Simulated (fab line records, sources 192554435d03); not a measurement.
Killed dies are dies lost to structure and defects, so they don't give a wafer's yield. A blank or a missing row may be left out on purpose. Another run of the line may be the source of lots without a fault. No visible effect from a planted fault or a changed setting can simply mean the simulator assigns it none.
A single fault, viewed from 3 desks    flow n5 finfet    every desk sees just its own numbers, and what lay behind them comes last
Where a reading is given only as a bound, like >300, the bound stands for it, and a mean or a difference that rests on one is marked > or <: the true number lies beyond.

## THE DEFECT DESK
Lot by lot, what the route's inspections counted, given as the mean of those sampled wafers with a number. Any lot whose mean is over 4 standard deviations away from the usual mean is out of limits and marked OUT; that distance is given in the brackets.
Columns: A = raw defect count at N5_PMOS_HMC_CHANNEL_EPI_INSPECT_11, usual 2.1
lot   first seen here  A
L979  day 2 05:15      3.0
L980  day 2 12:05      2.0
L981  day 2 18:37      3.0
L982  day 2 23:22      2.3
L988  day 4 11:37      2.7
L993  day 5 17:28      2.3
L994  day 5 23:11      >182 (+99 or more) OUT
L999  day 7 05:29      1.7
L100  day 7 13:44      5.7
This desk's verdict: out of limits on L994, starting with L994 at day 5 23:11 (raw defect count at N5_PMOS_HMC_CHANNEL_EPI_INSPECT_11). Within limits: L979, L980, L981, L982, L988, L993, L999, L100.

## DESK OF THE TOOL OWNER: pecvd-04
The tool's own readings at N5_PMOS_HMC_CHANNEL_EPI_HM_DEP_34 (deposits SiO2 from TEOS/O2, target thk 36 nm, time 6.9 s): means of the sampled wafers that have a number, for each lot that ran on this tool. Any lot whose mean is over 4 standard deviations away from the usual mean is out of limits and marked OUT; that distance is given in the brackets.
Columns: A = chamber pressure Torr at N5_PMOS_HMC_CHANNEL_EPI_HM_DEP_34, usual 6.501 Torr; B = heater power w at N5_PMOS_HMC_CHANNEL_EPI_HM_DEP_34, usual 613 W; C = showerhead plenum p Torr at N5_PMOS_HMC_CHANNEL_EPI_HM_DEP_34, usual 8.33 Torr; D = throttle valve pct at N5_PMOS_HMC_CHANNEL_EPI_HM_DEP_34, usual 18.2 %
lot   first seen here  A      B    C     D
L979  day 2 04:46      6.477  666  8.37  17.7
L988  day 4 11:17      6.492  540  8.33  17.4
L993  day 5 17:08      6.504  629  8.34  17.6
L994  day 5 22:43      6.482  595  8.32  17.5
Finding of this desk: none of the 4 lots has anything out of limits.

## AT THE METROLOGY DESK
Lot by lot, what the gauges showed, no matter which tool ran the lot: averages of those sampled wafers that carry a number. Any lot whose mean is over 4 standard deviations away from the usual mean is out of limits and marked OUT; that distance is given in the brackets. Shown here are 7 of its 11 readings, the ones lying furthest out on some lot.
Columns: A = DIBL_P at N5_BEOL_M4_RC_MEAS_101, usual 34.8 mV/V; B = IOFF_P at N5_BEOL_M4_RC_MEAS_101, usual 0.19 nA/um; C = ION_N at N5_BEOL_M4_RC_MEAS_101, usual 677 uA/um; D = ION_P at N5_BEOL_M4_RC_MEAS_101, usual 462 uA/um; E = SS_N at N5_BEOL_M4_RC_MEAS_101, usual 71.4 mV/dec; F = VT_N at N5_BEOL_M4_RC_MEAS_101, usual 250 mV; G = VT_P at N5_BEOL_M4_RC_MEAS_101, usual -251 mV
lot   first seen here  A     B     C    D    E     F    G
L979  day 2 01:34      33.6  0.16  675  455  71.1  250  -256
L980  day 2 08:00      34.0  0.17  680  463  70.7  251  -255
L981  day 2 14:45      34.9  0.20  680  461  71.8  248  -249
L982  day 2 19:39      33.4  0.16  664  458  70.9  254  -252
L988  day 4 07:42      35.7  0.21  680  464  71.6  249  -250
L993  day 5 13:41      37.0  0.22  670  464  71.8  250  -248
L994  day 5 19:34      32.5  0.15  671  459  70.4  252  -253
L999  day 7 01:41      34.5  0.22  679  471  71.2  252  -245
L100  day 7 07:34      38.0  0.23  700  473  71.9  245  -249
Finding of this desk: none of the 9 lots has anything out of limits.

## ALL TOGETHER
The defect desk could have raised an alarm at day 5 23:11, on L994.
The tool owner's desk saw nothing out of limits.
At the metrology desk, nothing out of limits was observed.
On record at the tool owner's desk: L994, within its limits.
The metrology desk holds a record of L994, inside its limits.
Every lot named ran N5_PMOS_HMC_CHANNEL_EPI_HM_DEP_34 on pecvd-04.

## WHAT THE SIMULATOR PUT IN
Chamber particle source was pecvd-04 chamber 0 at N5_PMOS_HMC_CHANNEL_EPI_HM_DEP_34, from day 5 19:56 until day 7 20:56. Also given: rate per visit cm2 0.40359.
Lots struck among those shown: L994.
Hours from the fault's start to each desk's first reading out of limits: the defect desk, 3.
